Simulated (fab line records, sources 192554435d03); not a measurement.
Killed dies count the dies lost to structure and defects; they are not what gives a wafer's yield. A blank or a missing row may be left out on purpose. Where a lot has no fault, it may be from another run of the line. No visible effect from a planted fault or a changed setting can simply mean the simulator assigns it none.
What tool caused it? | flow n5Finfet | 24 lots, 72 wafers sampled, at 6 steps of a route of 1938

## WHAT THE GAUGES SHOWED, per wafer
N5_BEOL_M2_THK_MEAS_53: measures by xrf. Usual: M2_THK 40.6 nm, standard deviation 1.7.
lot  | measured     | on           | M2_THK (nm)    | flag
L074 | day 6 22:39  | filmMetro-02 | 42.5 37.2 41.9 | 
L075 | day 7 04:41  | filmMetro-01 | 39.7 41.9 38.2 | 
L077 | day 7 14:01  | filmMetro-01 | 39.5 40.4 40.5 | 
L076 | day 7 16:20  | filmMetro-01 | 40.2 39.6 40.0 | 
L078 | day 7 20:02  | filmMetro-02 | 42.7 41.1 43.2 | 
L079 | day 8 02:57  | filmMetro-01 | 40.9 42.0 41.0 | 
L080 | day 8 06:13  | filmMetro-02 | 39.4 42.4 41.4 | 
L081 | day 8 16:12  | filmMetro-01 | 40.2 41.4 40.8 | 
L082 | day 8 20:07  | filmMetro-02 | 42.6 41.5 41.4 | 
L083 | day 9 06:37  | filmMetro-01 | 41.4 42.0 40.1 | 
L084 | day 9 11:28  | filmMetro-01 | 40.5 40.6 39.6 | 
L086 | day 9 12:37  | filmMetro-02 | 41.0 38.7 38.7 | 
L085 | day 9 23:39  | filmMetro-01 | 41.9 41.6 36.4 | 
L087 | day 10 04:01 | filmMetro-02 | 39.5 37.9 40.6 | 
L088 | day 10 07:25 | filmMetro-01 | 41.5 38.5 39.2 | 
L089 | day 10 10:37 | filmMetro-02 | 40.1 39.3 41.9 | 
L090 | day 11 03:50 | filmMetro-02 | 39.9 40.6 42.2 | 
L092 | day 11 07:38 | filmMetro-02 | 42.2 40.9 39.8 | 
L091 | day 11 08:17 | filmMetro-02 | 43.0 42.2 43.7 | 
L093 | day 11 21:29 | filmMetro-02 | 41.9 36.4 41.4 | 
L094 | day 11 23:28 | filmMetro-02 | 39.8 40.9 39.7 | 
L095 | day 12 09:38 | filmMetro-02 | 41.8 44.3 42.7 | 
L096 | day 12 11:02 | filmMetro-02 | 40.3 42.8 40.1 | 
L097 | day 12 16:44 | filmMetro-01 | 42.2 42.2 41.6 | 

## TOOL THAT RAN EACH LOT (tool first, then ch and the chambers of the sampled wafers, then the start)
lot  | N5_BEOL_M2_ALD_98                | N5_BEOL_M2_STRIP_36               | N5_BEOL_M2_SPUTTER_81       | N5_BEOL_M2_SPUTTER_86       | N5_BEOL_M2_ANNEAL_87
L074 | aldSin-02 ch 0,2,3, day 6 18:07  | rieDiel-02 ch 0,1,3, day 6 18:50  | pvdSputter-02, day 6 20:33  | pvdSputter-02, day 6 20:46  | pvdSputter-02, day 6 20:51
L075 | aldSin-04 ch 1,2, day 6 23:50    | rieDiel-04 ch 0,1,2, day 7 00:51  | pvdSputter-01, day 7 02:26  | pvdSputter-01, day 7 02:40  | pvdSputter-01, day 7 02:44
L077 | aldSin-02 ch 0,1,2, day 7 05:24  | rieDiel-04 ch 1,3, day 7 08:07    | pvdSputter-02, day 7 11:41  | pvdSputter-02, day 7 11:55  | pvdSputter-02, day 7 11:59
L076 | aldSin-02 ch 2,3, day 7 05:53    | rieDiel-02 ch 2,3, day 7 12:11    | pvdSputter-01, day 7 14:13  | pvdSputter-01, day 7 14:26  | pvdSputter-01, day 7 14:31
L078 | aldSin-02 ch 1,2, day 7 14:32    | rieDiel-04 ch 0,1, day 7 15:55    | pvdSputter-03, day 7 17:55  | pvdSputter-03, day 7 18:08  | pvdSputter-03, day 7 18:13
L079 | aldSin-02 ch 1,2,3, day 7 19:28  | rieDiel-01 ch 1,3, day 7 22:49    | pvdSputter-01, day 8 00:50  | pvdSputter-01, day 8 01:04  | pvdSputter-01, day 8 01:08
L080 | aldSin-02 ch 0,1,3, day 8 00:20  | rieDiel-01 ch 0,1,2, day 8 02:12  | pvdSputter-01, day 8 04:07  | pvdSputter-01, day 8 04:20  | pvdSputter-01, day 8 04:25
L081 | aldSin-02 ch 0,2,3, day 8 10:32  | rieDiel-04 ch 0,1, day 8 10:52    | pvdSputter-01, day 8 14:05  | pvdSputter-01, day 8 14:19  | pvdSputter-01, day 8 14:23
L082 | aldSin-02 ch 1,2, day 8 13:43    | rieDiel-02 ch 0,2, day 8 15:56    | pvdSputter-02, day 8 18:01  | pvdSputter-02, day 8 18:14  | pvdSputter-02, day 8 18:19
L083 | aldSin-02 ch 0,1, day 9 00:55    | rieDiel-04 ch 0,3, day 9 02:02    | pvdSputter-02, day 9 04:31  | pvdSputter-02, day 9 04:44  | pvdSputter-02, day 9 04:49
L084 | aldSin-03 ch 1,3, day 9 04:36    | rieDiel-01 ch 1,2,3, day 9 07:45  | pvdSputter-02, day 9 09:22  | pvdSputter-02, day 9 09:35  | pvdSputter-02, day 9 09:40
L086 | aldSin-03 ch 0,3, day 9 08:07    | rieDiel-04 ch 0,1,2, day 9 08:29  | pvdSputter-03, day 9 10:31  | pvdSputter-03, day 9 10:44  | pvdSputter-03, day 9 10:49
L085 | aldSin-04 ch 1,2, day 9 18:44    | rieDiel-01 ch 0,2,3, day 9 19:32  | pvdSputter-02, day 9 21:33  | pvdSputter-02, day 9 21:46  | pvdSputter-02, day 9 21:51
L087 | aldSin-02 ch 2,3, day 9 22:26    | rieDiel-04 ch 1,2,3, day 9 22:50  | pvdSputter-01, day 10 01:54 | pvdSputter-01, day 10 02:07 | pvdSputter-01, day 10 02:12
L088 | aldSin-03 ch 0,1,3, day 9 23:56  | rieDiel-04 ch 0,1, day 10 03:26   | pvdSputter-02, day 10 05:16 | pvdSputter-02, day 10 05:29 | pvdSputter-02, day 10 05:34
L089 | aldSin-03 ch 0,3, day 10 05:20   | rieDiel-02 ch 0,1,2, day 10 06:49 | pvdSputter-03, day 10 08:31 | pvdSputter-03, day 10 08:44 | pvdSputter-03, day 10 08:49
L090 | aldSin-04 ch 0,1,3, day 10 19:58 | rieDiel-02 ch 0,1,3, day 10 22:41 | pvdSputter-01, day 11 01:43 | pvdSputter-01, day 11 01:56 | pvdSputter-01, day 11 02:01
L092 | aldSin-02 ch 0,2,3, day 11 03:25 | rieDiel-01 ch 0,2,3, day 11 03:53 | pvdSputter-01, day 11 05:31 | pvdSputter-01, day 11 05:44 | pvdSputter-01, day 11 05:49
L091 | aldSin-02 ch 0,3, day 11 03:47   | rieDiel-01 ch 1,2,3, day 11 04:15 | pvdSputter-02, day 11 06:11 | pvdSputter-02, day 11 06:25 | pvdSputter-02, day 11 06:29
L093 | aldSin-03 ch 0,1,3, day 11 12:04 | rieDiel-01 ch 0,2,3, day 11 16:53 | pvdSputter-02, day 11 19:22 | pvdSputter-02, day 11 19:35 | pvdSputter-02, day 11 19:40
L094 | aldSin-02 ch 1,2, day 11 12:14   | rieDiel-04 ch 0,1,3, day 11 19:22 | pvdSputter-03, day 11 21:06 | pvdSputter-03, day 11 21:19 | pvdSputter-03, day 11 21:24
L095 | aldSin-03 ch 1,3, day 12 04:40   | rieDiel-02 ch 0,1,2, day 12 05:00 | pvdSputter-01, day 12 07:32 | pvdSputter-01, day 12 07:45 | pvdSputter-01, day 12 07:50
L096 | aldSin-02 ch 0,1,2, day 12 06:58 | rieDiel-04 ch 0,1,3, day 12 07:22 | pvdSputter-03, day 12 08:55 | pvdSputter-03, day 12 09:08 | pvdSputter-03, day 12 09:13
L097 | aldSin-02 ch 0,3, day 12 12:31   | rieDiel-04 ch 2,3, day 12 12:56   | pvdSputter-01, day 12 14:38 | pvdSputter-01, day 12 14:51 | pvdSputter-01, day 12 14:56
- N5_BEOL_M2_ALD_98: deposits SiO2, target thk 2.5 nm, pulse time 1 s, co reactant pulse time 1 s.
- N5_BEOL_M2_STRIP_36: strips in N2/H2.
- N5_BEOL_M2_SPUTTER_81: material Cu, target thk 4.5 nm, time 8.29 s.
- N5_BEOL_M2_SPUTTER_86: material Cu, target thk 4.5 nm, time 8.29 s.
- N5_BEOL_M2_ANNEAL_87: time 240 s.

## AS READ BY THE TOOLS THEMSELVES (means over the sampled wafers that have a number; for cases with no such wafer, the mark the record gives instead)
N5_BEOL_M2_ALD_98. Usual: heaterPowerW 73 W, standard deviation 8; precursorPulseHeightRel 0.998, standard deviation 0.019.
lot  | tool      | heaterPowerW (W) | precursorPulseHeightRel | flag
L074 | aldSin-02 | 75               | 1.018                   | 
L075 | aldSin-04 | 77               | 0.999                   | 
L077 | aldSin-02 | 74               | 0.994                   | 
L076 | aldSin-02 | 69               | 1.006                   | 
L078 | aldSin-02 | 67               | 0.993                   | 
L079 | aldSin-02 | 68               | 1.007                   | 
L080 | aldSin-02 | 73               | 0.994                   | 
L081 | aldSin-02 | 76               | 0.993                   | 
L082 | aldSin-02 | 68               | 1.010                   | 
L083 | aldSin-02 | 82               | 1.021                   | 
L084 | aldSin-03 | 79               | 0.989                   | 
L086 | aldSin-03 | 69               | 1.005                   | 
L085 | aldSin-04 | 75               | 0.994                   | 
L087 | aldSin-02 | 68               | 1.000                   | 
L088 | aldSin-03 | 74               | 0.986                   | 
L089 | aldSin-03 | 71               | 0.986                   | 
L090 | aldSin-04 | 76               | 0.994                   | 
L092 | aldSin-02 | 76               | 1.005                   | 
L091 | aldSin-02 | 82               | 1.010                   | 
L093 | aldSin-03 | 74               | 1.002                   | 
L094 | aldSin-02 | 67               | 0.997                   | 
L095 | aldSin-03 | 78               | 1.008                   | 
L096 | aldSin-02 | 74               | 0.997                   | 
L097 | aldSin-02 | 81               | 1.020                   | 

N5_BEOL_M2_STRIP_36. Usual: drypumpMotorCurrentA 5.9 A, standard deviation 0.43; oesProductAu 0.81 a.u., standard deviation 0.097; rfVppV 59.2 V, standard deviation 1.3; showerheadPlenumPTorr 2.55 Torr, standard deviation 0.062; tempC 39.99 C, standard deviation 0.11; throttleValvePct 23.7 %, standard deviation 0.38.
lot  | tool       | drypumpMotorCurrentA (A) | oesProductAu (a.u.) | rfVppV (V) | showerheadPlenumPTorr (Torr) | tempC (C) | throttleValvePct (%) | flag
L074 | rieDiel-02 | 5.9                      | 0.81                | 59.7       | 2.58                         | 40.01     | 23.7                 | 
L075 | rieDiel-04 | 6.0                      | 0.83                | 59.6       | 2.56                         | 40.03     | 23.5                 | 
L077 | rieDiel-04 | 5.7                      | 0.75                | 60.2       | 2.50                         | 39.98     | 24.0                 | 
L076 | rieDiel-02 | 5.7                      | 0.74                | 59.7       | 2.59                         | 40.02     | 23.4                 | 
L078 | rieDiel-04 | 6.1                      | 0.91                | 59.3       | 2.56                         | 39.91     | 23.3                 | 
L079 | rieDiel-01 | 5.7                      | 0.86                | 59.2       | 2.58                         | 40.00     | 24.1                 | 
L080 | rieDiel-01 | 6.1                      | 0.89                | 58.2       | 2.53                         | 39.91     | 23.6                 | 
L081 | rieDiel-04 | 6.3                      | 0.87                | 60.4       | 2.51                         | 40.05     | 23.4                 | 
L082 | rieDiel-02 | 5.9                      | 0.77                | 59.3       | 2.55                         | 39.97     | 23.8                 | 
L083 | rieDiel-04 | 5.4                      | 0.77                | 58.4       | 2.54                         | 39.95     | 23.9                 | 
L084 | rieDiel-01 | 5.9                      | 0.89                | 58.0       | 2.58                         | 39.90     | 23.7                 | 
L086 | rieDiel-04 | 6.0                      | 0.80                | 58.7       | 2.56                         | 40.11     | 23.6                 | 
L085 | rieDiel-01 | 6.0                      | 0.82                | 59.1       | 2.51                         | 40.00     | 23.8                 | 
L087 | rieDiel-04 | 5.7                      | 0.72                | 59.6       | 2.53                         | 39.92     | 23.9                 | 
L088 | rieDiel-04 | 6.4                      | 0.84                | 58.1       | 2.50                         | 39.87     | 23.5                 | 
L089 | rieDiel-02 | 6.0                      | 0.80                | 59.0       | 2.56                         | 39.98     | 23.7                 | 
L090 | rieDiel-02 | 5.9                      | 0.76                | 59.5       | 2.57                         | 40.02     | 23.7                 | 
L092 | rieDiel-01 | 6.0                      | 0.79                | 59.7       | 2.51                         | 40.00     | 23.8                 | 
L091 | rieDiel-01 | 5.9                      | 0.87                | 59.4       | 2.58                         | 39.91     | 23.7                 | 
L093 | rieDiel-01 | 6.0                      | 0.79                | 57.3       | 2.51                         | 39.97     | 23.8                 | 
L094 | rieDiel-04 | 5.9                      | 0.88                | 58.8       | 2.51                         | 40.05     | 23.6                 | 
L095 | rieDiel-02 | 6.1                      | 0.78                | 58.9       | 2.55                         | 39.88     | 23.7                 | 
L096 | rieDiel-04 | 5.9                      | 0.86                | 59.1       | 2.51                         | 40.06     | 23.6                 | 
L097 | rieDiel-04 | 5.3                      | 0.94                | 59.4       | 2.57                         | 39.96     | 23.9                 | 

N5_BEOL_M2_SPUTTER_81. Usual: chamberPressurePa 0.07001 Pa, standard deviation 0.00015; throttleValvePct 29.9 %, standard deviation 1.
lot  | tool          | chamberPressurePa (Pa) | throttleValvePct (%) | flag
L074 | pvdSputter-02 | 0.07004                | 30.3                 | 
L075 | pvdSputter-01 | 0.07014                | 29.8                 | 
L077 | pvdSputter-02 | 0.06993                | 28.8                 | 
L076 | pvdSputter-01 | 0.07013                | 29.8                 | 
L078 | pvdSputter-03 | 0.06994                | 29.9                 | 
L079 | pvdSputter-01 | 0.06995                | 29.6                 | 
L080 | pvdSputter-01 | 0.06993                | 29.6                 | 
L081 | pvdSputter-01 | 0.06993                | 29.1                 | 
L082 | pvdSputter-02 | 0.06995                | 29.0                 | 
L083 | pvdSputter-02 | 0.07014                | 29.8                 | 
L084 | pvdSputter-02 | 0.06991                | 29.2                 | 
L086 | pvdSputter-03 | 0.07000                | 29.7                 | 
L085 | pvdSputter-02 | 0.07005                | 29.2                 | 
L087 | pvdSputter-01 | 0.07005                | 29.5                 | 
L088 | pvdSputter-02 | 0.07002                | 30.1                 | 
L089 | pvdSputter-03 | 0.06999                | 30.0                 | 
L090 | pvdSputter-01 | 0.06991                | 28.6                 | 
L092 | pvdSputter-01 | 0.06989                | 30.5                 | 
L091 | pvdSputter-02 | 0.07006                | 28.6                 | 
L093 | pvdSputter-02 | 0.07001                | 30.1                 | 
L094 | pvdSputter-03 | 0.07005                | 29.7                 | 
L095 | pvdSputter-01 | 0.07011                | 30.5                 | 
L096 | pvdSputter-03 | 0.06993                | 30.0                 | 
L097 | pvdSputter-01 | 0.06993                | 30.6                 | 

N5_BEOL_M2_SPUTTER_86. Usual: chamberPressurePa 0.07002 Pa, standard deviation 0.00014; throttleValvePct 29.9 %, standard deviation 1.1.
lot  | tool          | chamberPressurePa (Pa) | throttleValvePct (%) | flag
L074 | pvdSputter-02 | 0.06993                | 30.0                 | 
L075 | pvdSputter-01 | 0.06990                | 29.8                 | 
L077 | pvdSputter-02 | 0.06988                | 28.7                 | 
L076 | pvdSputter-01 | 0.07002                | 29.9                 | 
L078 | pvdSputter-03 | 0.06997                | 29.9                 | 
L079 | pvdSputter-01 | 0.06999                | 29.5                 | 
L080 | pvdSputter-01 | 0.06991                | 29.6                 | 
L081 | pvdSputter-01 | 0.07007                | 29.0                 | 
L082 | pvdSputter-02 | 0.07001                | 28.9                 | 
L083 | pvdSputter-02 | 0.07005                | 29.6                 | 
L084 | pvdSputter-02 | 0.07000                | 29.2                 | 
L086 | pvdSputter-03 | 0.06998                | 29.9                 | 
L085 | pvdSputter-02 | 0.07002                | 29.2                 | 
L087 | pvdSputter-01 | 0.07004                | 29.5                 | 
L088 | pvdSputter-02 | 0.07015                | 30.2                 | 
L089 | pvdSputter-03 | 0.06992                | 30.0                 | 
L090 | pvdSputter-01 | 0.06991                | 28.5                 | 
L092 | pvdSputter-01 | 0.07000                | 30.4                 | 
L091 | pvdSputter-02 | 0.07004                | 28.6                 | 
L093 | pvdSputter-02 | 0.06997                | 30.1                 | 
L094 | pvdSputter-03 | 0.07013                | 29.7                 | 
L095 | pvdSputter-01 | 0.06989                | 30.3                 | 
L096 | pvdSputter-03 | 0.07013                | 30.0                 | 
L097 | pvdSputter-01 | 0.06994                | 30.4                 | 

N5_BEOL_M2_ANNEAL_87. Usual: 818 W for heaterPowerW, sd 76.
lot  | tool          | heaterPowerW (W) | flag
L074 | pvdSputter-02 | 839              | 
L075 | pvdSputter-01 | 783              | 
L077 | pvdSputter-02 | 792              | 
L076 | pvdSputter-01 | 816              | 
L078 | pvdSputter-03 | 815              | 
L079 | pvdSputter-01 | 864              | 
L080 | pvdSputter-01 | 883              | 
L081 | pvdSputter-01 | 828              | 
L082 | pvdSputter-02 | 788              | 
L083 | pvdSputter-02 | 823              | 
L084 | pvdSputter-02 | 821              | 
L086 | pvdSputter-03 | 781              | 
L085 | pvdSputter-02 | 821              | 
L087 | pvdSputter-01 | 882              | 
L088 | pvdSputter-02 | 849              | 
L089 | pvdSputter-03 | 814              | 
L090 | pvdSputter-01 | 814              | 
L092 | pvdSputter-01 | 862              | 
L091 | pvdSputter-02 | 787              | 
L093 | pvdSputter-02 | 845              | 
L094 | pvdSputter-03 | 823              | 
L095 | pvdSputter-01 | 868              | 
L096 | pvdSputter-03 | 806              | 
L097 | pvdSputter-01 | 872              | 

## THE ANSWER, worked out from the rows above alone
Rule: a lot is off if the mean of its wafers that have a number lies more than 3 standard deviations from the usual mean. Also off: a lot with no number at a reading for which 4 or more lots have one. Where the step has rows for the other lots, those lots are counted as sound. The gauges are gone through in route order, then the tools' own readings, and for those a lot's mean is taken as printed above. The first step at which some lot is off is used, and at that step the reading that is off furthest; a lot without a number counts as furthest.
Nothing can be told from this: no lot is off at any reading shown.

## WHAT THE SIMULATOR HAD PUT IN
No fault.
